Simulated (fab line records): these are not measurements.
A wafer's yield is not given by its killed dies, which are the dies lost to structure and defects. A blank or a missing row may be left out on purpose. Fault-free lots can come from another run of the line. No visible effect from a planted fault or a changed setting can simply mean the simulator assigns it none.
fab line records | flow n5_finfet
record: lots: 24 wafers: 72 last_day: 17
route steps=1938 shown BEOL_M3@946
lots untouched by any fault: they come from a run of this same line in which no faults occurred
start_h: the number of hours between the record's first day and the start of the first shown wafer of the lot | wait_h: hours elapsed since this lot's preceding step | " as in the row above | L1.1+2: several wafers, shown together as one row | - no value, or no start was given | * or withheld: withheld | < > ~ a bound
route shown NAME@n: NAME is a module with steps in the file, n the number in the route of the first one | usual: mean/standard deviation taken from wafers without a fault | same: alike in all rows | chamber/n: place in a boat | sites: each site's reading | _std_site: their standard deviation | _edge_site: the outer-site mean with the inner-site mean subtracted | radius_mm: how far each site lies from the wafer's centre | mask NAME#n: copy n | behind: the most recent tool/chamber to have shaped the wafer | hold: why the lot was held/for how many hours/how that ended | device: which transistor (n, p or np) failed to switch | end of line: the same wafers' tests at the end of the route | a step without rows: its recipe alone | killed: the dies lost at the first sort to structure and to defects; this is not the yield of the wafer | map: a wafer's dies, marking killed ones x, the rest . and places with no die _
set.NAME: the setting that was run; set.NAME@STEP: the one run at that earlier step | model.NAME: the simulator's own value behind a step, which no gauge read
a sample of lots followed through the steps of the route, with each step as a table and each wafer as a row
== steps ==
step: N5_BEOL_M3_INSPECT_13
recipe: mode: adi inspect_instrument: brightfield
usual: raw_defect_count: 408/98
columns lot.wafer tool chamber start_h wait_h raw_defect_count
L074.3 defect_inspect-02 - 141.09 0.0 299
L074.4 " - " " 547
L074.5 " - " " 302
L075.2 defect_inspect-02 - 156.08 0.0 376
L075.3 " - " " 331
L075.5 " - " " 434
L076.2 defect_inspect-02 - 160.74 0.0 382
L076.4 " - " " 305
L076.6 " - " " 419
L077.2 defect_inspect-01 - 164.42 0.0 456
L077.4 " - " " 383
L077.5 " - " " 302
L078.3 defect_inspect-01 - 169.22 0.0 271
L078.4 " - " " 454
L078.5 " - " " 329
L079.1 defect_inspect-02 - 177.10 0.1 628
L079.2 " - " " 415
L079.6 " - " " 372
L080.1 defect_inspect-01 - 184.53 0.1 513
L080.2 " - " " 416
L080.5 " - " " 358
L082.1 defect_inspect-02 - 187.98 0.1 517
L082.3 " - " " 417
L082.6 " - " " 618
L081.2 defect_inspect-01 - 191.03 0.0 267
L081.3 " - " " 420
L081.4 " - " " 380
L083.2 defect_inspect-01 - 192.16 0.0 401
L083.3 " - " " 405
L083.6 " - " " 402
L084.2 defect_inspect-01 - 205.75 0.0 516
L084.3 " - " " 339
L084.6 " - " " 441
L085.1 defect_inspect-02 - 211.47 0.1 250
L085.4 " - " " 272
L085.5 " - " " 358
L086.4 defect_inspect-02 - 222.92 0.0 404
L086.5 " - " " 365
L086.6 " - " " 380
L087.3 defect_inspect-01 - 223.09 0.0 271
L087.4 " - " " 348
L087.6 " - " " 268
L089.1 defect_inspect-02 - 232.42 0.1 509
L089.2 " - " " 432
L089.4 " - " " 537
L088.1 defect_inspect-02 - 233.73 0.1 305
L088.4 " - " " 323
L088.6 " - " " 302
L090.2 defect_inspect-02 - 238.01 0.0 408
L090.3 " - " " 362
L090.5 " - " " 421
L091.1 defect_inspect-01 - 242.91 0.1 264
L091.3 " - " " 434
L091.6 " - " " 430
L092.3 defect_inspect-01 - 254.58 0.0 505
L092.5 " - " " 557
L092.6 " - " " 523
L094.1 defect_inspect-01 - 261.10 0.1 299
L094.5 " - " " 322
L094.6 " - " " 340
L093.2 defect_inspect-01 - 262.62 0.0 409
L093.4 " - " " 363
L093.6 " - " " 366
L095.2 defect_inspect-02 - 268.45 0.0 643
L095.4 " - " " 665
L095.6 " - " " 699
L096.1 defect_inspect-02 - 272.32 0.1 526
L096.2 " - " " 384
L096.6 " - " " 317
L097.2 defect_inspect-01 - 288.02 0.0 380
L097.3 " - " " 504
L097.5 " - " " 407
step: N5_BEOL_M3_CD_MEAS_18
recipe: pitch_nm: 36 target_cd_nm: 18
usual: cd_nm: 18.00/0.28
columns lot.wafer tool chamber start_h wait_h cd_nm
L074.3 cd_sem-03 - 141.83 0.1 17.87
L074.4 " - " " 18.05
L074.5 " - " " 18.41
L075.2 cd_sem-03 - 156.61 0.1 18.02
L075.3 " - " " 17.94
L075.5 " - " " 18.31
L076.2 cd_sem-03 - 161.41 0.1 18.22
L076.4 " - " " 18.08
L076.6 " - " " 17.51
L077.2 cd_sem-02 - 164.88 0.1 18.00
L077.4 " - " " 17.94
L077.5 " - " " 17.97
L078.3 cd_sem-01 - 169.68 0.1 18.16
L078.4 " - " " 18.07
L078.5 " - " " 17.54
L079.1 cd_sem-01 - 177.56 0.0 18.34
L079.2 " - " " 18.06
L079.6 " - " " 18.58
L080.1 cd_sem-02 - 186.24 0.0 17.92
L080.2 " - " " 18.46
L080.5 " - " " 17.77
L082.1 cd_sem-03 - 189.30 0.1 18.37
L082.3 " - " " 18.72
L082.6 " - " " 18.14
L081.2 cd_sem-01 - 191.50 0.1 17.76
L081.3 " - " " 17.91
L081.4 " - " " 18.09
L083.2 cd_sem-03 - 192.63 0.1 18.31
L083.3 " - " " 17.76
L083.6 " - " " 18.09
L084.2 cd_sem-02 - 206.28 0.1 17.88
L084.3 " - " " 17.76
L084.6 " - " " 17.69
L085.1 cd_sem-03 - 212.03 0.0 18.03
L085.4 " - " " 18.07
L085.5 " - " " 17.93
L086.4 cd_sem-01 - 223.70 0.1 17.74
L086.5 " - " " 18.07
L086.6 " - " " 18.54
L087.3 cd_sem-01 - 223.86 0.1 18.41
L087.4 " - " " 18.07
L087.6 " - " " 17.94
L089.1 cd_sem-03 - 232.97 0.1 17.96
L089.2 " - " " 18.22
L089.4 " - " " 18.03
L088.1 cd_sem-02 - 234.43 0.0 18.57
L088.4 " - " " 18.51
L088.6 " - " " 17.72
L090.2 cd_sem-01 - 238.54 0.1 18.13
L090.3 " - " " 18.14
L090.5 " - " " 17.58
L091.1 cd_sem-03 - 243.44 0.1 18.08
L091.3 " - " " 18.15
L091.6 " - " " 17.71
L092.3 cd_sem-02 - 255.04 0.1 17.50
L092.5 " - " " 17.78
L092.6 " - " " 17.99
L094.1 cd_sem-02 - 261.62 0.0 18.22
L094.5 " - " " 17.76
L094.6 " - " " 18.01
L093.2 cd_sem-02 - 263.08 0.1 17.37
L093.4 " - " " 17.74
L093.6 " - " " 17.75
L095.2 cd_sem-02 - 268.91 0.1 18.02
L095.4 " - " " 17.85
L095.6 " - " " 17.74
L096.1 cd_sem-03 - 273.65 0.0 18.19
L096.2 " - " " 18.22
L096.6 " - " " 18.15
L097.2 cd_sem-01 - 288.48 0.1 17.80
L097.3 " - " " 17.80
L097.5 " - " " 17.87
step: N5_BEOL_M3_INSPECT_30
recipe: mode: adi inspect_instrument: brightfield
usual: raw_defect_count: 410/96
columns lot.wafer tool chamber start_h wait_h raw_defect_count
L074.3 defect_inspect-02 - 142.36 0.0 314
L074.4 " - " " 560
L074.5 " - " " 306
L075.2 defect_inspect-02 - 157.02 0.0 433
L075.3 " - " " 348
L075.5 " - " " 433
L076.2 defect_inspect-02 - 161.95 0.0 383
L076.4 " - " " 320
L076.6 " - " " 390
L077.2 defect_inspect-01 - 165.41 0.0 461
L077.4 " - " " 367
L077.5 " - " " 295
L078.3 defect_inspect-02 - 170.09 0.0 278
L078.4 " - " " 460
L078.5 " - " " 368
L079.1 defect_inspect-02 - 177.97 0.1 637
L079.2 " - " " 396
L079.6 " - " " 385
L080.1 defect_inspect-01 - 186.65 0.1 506
L080.2 " - " " 424
L080.5 " - " " 387
L082.1 defect_inspect-01 - 189.71 0.1 488
L082.3 " - " " 451
L082.6 " - " " 601
L081.2 defect_inspect-02 - 191.90 0.0 252
L081.3 " - " " 426
L081.4 " - " " 387
L083.2 defect_inspect-01 - 193.03 0.0 401
L083.3 " - " " 396
L083.6 " - " " 416
L084.2 defect_inspect-02 - 206.69 0.0 516
L084.3 " - " " 354
L084.6 " - " " 418
L085.1 defect_inspect-01 - 212.44 0.1 280
L085.4 " - " " 296
L085.5 " - " " 383
L086.4 defect_inspect-01 - 224.10 0.0 420
L086.5 " - " " 366
L086.6 " - " " 402
L087.3 defect_inspect-02 - 224.39 0.0 275
L087.4 " - " " 371
L087.6 " - " " 279
L089.1 defect_inspect-02 - 233.38 0.1 519
L089.2 " - " " 431
L089.4 " - " " 494
L088.1 defect_inspect-01 - 234.84 0.1 300
L088.4 " - " " 358
L088.6 " - " " 317
L090.2 defect_inspect-01 - 238.95 0.0 394
L090.3 " - " " 370
L090.5 " - " " 417
L091.1 defect_inspect-01 - 243.85 0.1 266
L091.3 " - " " 466
L091.6 " - " " 420
L092.3 defect_inspect-01 - 255.45 0.0 476
L092.5 " - " " 515
L092.6 " - " " 516
L094.1 defect_inspect-02 - 262.15 0.1 329
L094.5 " - " " 331
L094.6 " - " " 325
L093.2 defect_inspect-02 - 263.62 0.0 380
L093.4 " - " " 379
L093.6 " - " " 354
L095.2 defect_inspect-01 - 269.32 0.0 626
L095.4 " - " " 688
L095.6 " - " " 726
L096.1 defect_inspect-01 - 274.24 0.1 525
L096.2 " - " " 403
L096.6 " - " " 318
L097.2 defect_inspect-02 - 289.01 0.0 365
L097.3 " - " " 519
L097.5 " - " " 408
step: N5_BEOL_M3_SPUTTER_48
recipe: material: Cu target_thk_a: 45 temp_c: -20 chamber_pressure_pa: 0.07 power_w: withheld time_s: 8.29
usual: chamber_pressure_pa: 0.07001/0.00014 chuck_gas_flow_sccm: 1.26/0.052 throttle_valve_pct: 29.6/1.4
columns lot.wafer tool chamber start_h wait_h chamber_pressure_pa chuck_gas_flow_sccm throttle_valve_pct
L074.3 pvd_sputter-01 - 145.26 0.2 0.07035 1.32 29.5
L074.4 " - " " 0.06999 1.18 30.3
L074.5 " - " " 0.06999 1.25 26.9
L075.2 pvd_sputter-02 - 161.19 0.2 0.07005 1.34 30.8
L075.3 " - " " 0.07003 1.34 30.8
L075.5 " - " " 0.07001 1.24 29.6
L076.2 pvd_sputter-01 - 169.36 0.1 0.07 1.26 29.9
L076.4 " - " " 0.07015 1.26 26.8
L076.6 " - " " 0.07001 1.35 29.6
L077.2 pvd_sputter-03 - 170.49 0.5 0.07009 1.18 31.2
L077.4 " - " " 0.06994 1.22 30.6
L077.5 " - " " 0.07004 1.17 30.5
L078.3 pvd_sputter-03 - 173.37 0.2 0.06974 1.26 30.6
L078.4 " - " " 0.06988 1.22 31.0
L078.5 " - " " 0.06984 1.23 30.3
L079.1 pvd_sputter-02 - 181.24 0.1 0.07026 1.21 29.7
L079.2 " - " " 0.0701 1.29 29.6
L079.6 " - " " 0.07013 1.24 30.7
L080.1 pvd_sputter-02 - 191.83 0.1 0.07005 1.23 30.8
L080.2 " - " " 0.07007 1.22 30.6
L080.5 " - " " 0.06996 1.21 29.6
L082.1 pvd_sputter-01 - 192.01 0.2 0.07013 1.32 29.8
L082.3 " - " " 0.07012 1.24 27.8
L082.6 " - " " 0.07006 1.23 30.4
L081.2 pvd_sputter-03 - 198.50 0.1 0.07015 1.25 30.4
L081.3 " - " " 0.0699 1.23 31.2
L081.4 " - " " 0.07005 1.31 29.1
L083.2 pvd_sputter-02 - 198.64 0.1 0.06989 1.34 30.8
L083.3 " - " " 0.0699 1.22 29.3
L083.6 " - " " 0.06989 1.26 30.7
L084.2 pvd_sputter-01 - 209.04 0.1 0.06992 1.27 26.7
L084.3 " - " " 0.06997 1.24 30.1
L084.6 " - " " 0.06987 1.23 27.4
L085.1 pvd_sputter-02 - 214.34 0.2 0.06998 1.26 30.5
L085.4 " - " " 0.06996 1.30 30.8
L085.5 " - " " 0.07011 1.24 29.4
L087.3 pvd_sputter-02 - 227.12 0.1 0.06976 1.20 30.6
L087.4 " - " " 0.07005 1.30 29.4
L087.6 " - " " 0.06981 1.23 30.8
L086.4 pvd_sputter-02 - 231.07 0.1 0.06968 1.28 31.2
L086.5 " - " " 0.07019 1.31 29.5
L086.6 " - " " 0.06982 1.28 29.4
L089.1 pvd_sputter-03 - 239.75 0.1 0.06989 1.36 31.1
L089.2 " - " " 0.06999 1.20 30.7
L089.4 " - " " 0.07016 1.20 29.0
L088.1 pvd_sputter-02 - 240.36 0.3 0.06981 1.20 30.7
L088.4 " - " " 0.07011 1.16 29.5
L088.6 " - " " 0.06998 1.25 30.6
L090.2 pvd_sputter-01 - 242.84 0.1 0.07 1.19 27.5
L090.3 " - " " 0.07031 1.27 26.5
L090.5 " - " " 0.07008 1.22 27.9
L091.1 pvd_sputter-02 - 246.75 0.3 0.07009 1.36 29.5
L091.3 " - " " 0.07001 1.34 29.4
L091.6 " - " " 0.06985 1.26 31.0
L092.3 pvd_sputter-02 - 259.20 0.3 0.06995 1.21 31.2
L092.5 " - " " 0.0701 1.21 30.8
L092.6 " - " " 0.07009 1.18 30.9
L094.1 pvd_sputter-03 - 268.80 0.2 0.06986 1.30 30.6
L094.5 " - " " 0.06996 1.20 29.1
L094.6 " - " " 0.06982 1.22 30.6
L093.2 pvd_sputter-02 - 268.97 0.1 0.07019 1.26 29.4
L093.4 " - " " 0.07012 1.44 29.8
L093.6 " - " " 0.07016 1.15 29.3
L095.2 pvd_sputter-01 - 272.60 0.1 0.06998 1.20 26.6
L095.4 " - " " 0.06995 1.31 30.6
L095.6 " - " " 0.07008 1.30 26.5
L096.1 pvd_sputter-01 - 278.47 0.1 0.07008 1.33 29.7
L096.2 " - " " 0.07014 1.27 30.6
L096.6 " - " " 0.07042 1.23 27.6
L097.2 pvd_sputter-01 - 294.95 0.1 0.06986 1.19 27.5
L097.3 " - " " 0.07007 1.21 29.6
L097.5 " - " " 0.06983 1.29 30.5
step: N5_BEOL_M3_SPUTTER_79
recipe: material: Cu target_thk_a: 45 temp_c: -20 chamber_pressure_pa: 0.07 power_w: withheld time_s: 8.29
usual: chamber_pressure_pa: 0.07002/0.00014 chuck_gas_flow_sccm: 1.26/0.048 throttle_valve_pct: 29.6/1.4
columns lot.wafer tool chamber start_h wait_h chamber_pressure_pa chuck_gas_flow_sccm throttle_valve_pct
L074.3 pvd_sputter-01 - 145.48 0.1 0.06991 1.29 29.6
L074.4 " - " " 0.07024 1.24 30.4
L074.5 " - " " 0.06998 1.22 26.6
L075.2 pvd_sputter-02 - 161.41 0.1 0.07016 1.32 30.9
L075.3 " - " " 0.07007 1.24 30.7
L075.5 " - " " 0.06997 1.20 29.5
L076.2 pvd_sputter-01 - 169.58 0.1 0.07001 1.15 29.8
L076.4 " - " " 0.07001 1.25 26.6
L076.6 " - " " 0.06986 1.20 29.9
L077.2 pvd_sputter-03 - 170.71 0.1 0.06998 1.31 31.0
L077.4 " - " " 0.07029 1.23 30.7
L077.5 " - " " 0.0701 1.24 30.6
L078.3 pvd_sputter-03 - 173.59 0.1 0.06995 1.21 30.6
L078.4 " - " " 0.07003 1.19 31.2
L078.5 " - " " 0.06993 1.22 30.3
L079.1 pvd_sputter-02 - 181.46 0.1 0.07012 1.24 29.6
L079.2 " - " " 0.07026 1.25 29.4
L079.6 " - " " 0.07021 1.17 30.4
L080.1 pvd_sputter-02 - 192.05 0.1 0.06993 1.28 30.9
L080.2 " - " " 0.07012 1.29 30.7
L080.5 " - " " 0.07002 1.23 29.5
L082.1 pvd_sputter-01 - 192.23 0.1 0.0702 1.29 29.6
L082.3 " - " " 0.07001 1.23 27.4
L082.6 " - " " 0.07022 1.26 30.4
L081.2 pvd_sputter-03 - 198.72 0.1 0.07005 1.27 30.6
L081.3 " - " " 0.06965 1.16 30.7
L081.4 " - " " 0.06987 1.29 29.2
L083.2 pvd_sputter-02 - 198.86 0.1 0.07006 1.30 31.0
L083.3 " - " " 0.07022 1.29 29.4
L083.6 " - " " 0.07003 1.29 30.9
L084.2 pvd_sputter-01 - 209.26 0.1 0.07023 1.26 27.0
L084.3 " - " " 0.06987 1.21 30.5
L084.6 " - " " 0.06997 1.31 27.6
L085.1 pvd_sputter-02 - 214.56 0.1 0.07026 1.25 30.5
L085.4 " - " " 0.07012 1.22 30.7
L085.5 " - " " 0.07023 1.26 29.2
L087.3 pvd_sputter-02 - 227.34 0.1 0.07024 1.31 30.8
L087.4 " - " " 0.07007 1.24 29.3
L087.6 " - " " 0.06987 1.22 30.7
L086.4 pvd_sputter-02 - 231.29 0.1 0.06998 1.28 31.1
L086.5 " - " " 0.06983 1.23 29.4
L086.6 " - " " 0.07011 1.29 29.6
L089.1 pvd_sputter-03 - 239.97 0.1 0.07015 1.12 31.3
L089.2 " - " " 0.07 1.30 30.5
L089.4 " - " " 0.06983 1.23 29.5
L088.1 pvd_sputter-02 - 240.58 0.1 0.06999 1.26 31.0
L088.4 " - " " 0.06999 1.27 29.4
L088.6 " - " " 0.06995 1.26 30.9
L090.2 pvd_sputter-01 - 243.06 0.1 0.07008 1.27 27.9
L090.3 " - " " 0.06995 1.23 26.7
L090.5 " - " " 0.06998 1.29 27.8
L091.1 pvd_sputter-02 - 246.97 0.1 0.06997 1.28 29.7
L091.3 " - " " 0.07012 1.40 29.4
L091.6 " - " " 0.06989 1.25 30.8
L092.3 pvd_sputter-02 - 259.42 0.1 0.07033 1.25 30.8
L092.5 " - " " 0.06982 1.17 30.5
L092.6 " - " " 0.07012 1.32 31.0
L094.1 pvd_sputter-03 - 269.02 0.1 0.07027 1.22 30.5
L094.5 " - " " 0.06986 1.31 29.2
L094.6 " - " " 0.0702 1.17 30.5
L093.2 pvd_sputter-02 - 269.19 0.1 0.07016 1.25 29.5
L093.4 " - " " 0.06998 1.31 29.5
L093.6 " - " " 0.07018 1.27 29.5
L095.2 pvd_sputter-01 - 272.82 0.1 0.06998 1.27 26.7
L095.4 " - " " 0.07001 1.30 30.4
L095.6 " - " " 0.06993 1.22 26.6
L096.1 pvd_sputter-01 - 278.69 0.1 0.0699 1.28 29.5
L096.2 " - " " 0.07023 1.28 30.3
L096.6 " - " " 0.07004 1.21 27.8
L097.2 pvd_sputter-01 - 295.17 0.1 0.06984 1.33 27.6
L097.3 " - " " 0.06987 1.18 30.0
L097.5 " - " " 0.06998 1.29 30.6
step: N5_BEOL_M3_ANNEAL_80
recipe: temp_c: 400 time_s: 240 ambient: vacuum
usual: heater_power_w: 791/94
columns lot.wafer tool chamber start_h wait_h heater_power_w
L074.3 pvd_sputter-01 - 145.56 0.0 994
L074.4 " - " " 892
L074.5 " - " " 766
L075.2 pvd_sputter-02 - 161.49 0.0 777
L075.3 " - " " 604
L075.5 " - " " 813
L076.2 pvd_sputter-01 - 169.66 0.0 967
L076.4 " - " " 782
L076.6 " - " " 987
L077.2 pvd_sputter-03 - 170.79 0.0 823
L077.4 " - " " 712
L077.5 " - " " 750
L078.3 pvd_sputter-03 - 173.67 0.0 744
L078.4 " - " " 849
L078.5 " - " " 738
L079.1 pvd_sputter-02 - 181.54 0.0 784
L079.2 " - " " 812
L079.6 " - " " 603
L080.1 pvd_sputter-02 - 192.13 0.0 760
L080.2 " - " " 610
L080.5 " - " " 813
L082.1 pvd_sputter-01 - 192.31 0.0 974
L082.3 " - " " 824
L082.6 " - " " 878
L081.2 pvd_sputter-03 - 198.80 0.0 715
L081.3 " - " " 859
L081.4 " - " " 850
L083.2 pvd_sputter-02 - 198.94 0.0 744
L083.3 " - " " 807
L083.6 " - " " 783
L084.2 pvd_sputter-01 - 209.34 0.0 767
L084.3 " - " " 877
L084.6 " - " " 814
L085.1 pvd_sputter-02 - 214.64 0.0 593
L085.4 " - " " 771
L085.5 " - " " 778
L087.3 pvd_sputter-02 - 227.42 0.0 601
L087.4 " - " " 791
L087.6 " - " " 574
L086.4 pvd_sputter-02 - 231.37 0.0 753
L086.5 " - " " 794
L086.6 " - " " 808
L089.1 pvd_sputter-03 - 240.05 0.0 829
L089.2 " - " " 735
L089.4 " - " " 843
L088.1 pvd_sputter-02 - 240.66 0.0 781
L088.4 " - " " 780
L088.6 " - " " 606
L090.2 pvd_sputter-01 - 243.14 0.0 813
L090.3 " - " " 750
L090.5 " - " " 834
L091.1 pvd_sputter-02 - 247.05 0.0 785
L091.3 " - " " 803
L091.6 " - " " 792
L092.3 pvd_sputter-02 - 259.50 0.0 777
L092.5 " - " " 589
L092.6 " - " " 784
L094.1 pvd_sputter-03 - 269.10 0.0 746
L094.5 " - " " 858
L094.6 " - " " 728
L093.2 pvd_sputter-02 - 269.27 0.0 787
L093.4 " - " " 797
L093.6 " - " " 786
L095.2 pvd_sputter-01 - 272.90 0.0 766
L095.4 " - " " 884
L095.6 " - " " 784
L096.1 pvd_sputter-01 - 278.77 0.0 977
L096.2 " - " " 875
L096.6 " - " " 804
L097.2 pvd_sputter-01 - 295.25 0.0 803
L097.3 " - " " 1007
L097.5 " - " " 911
== key ==
fault none
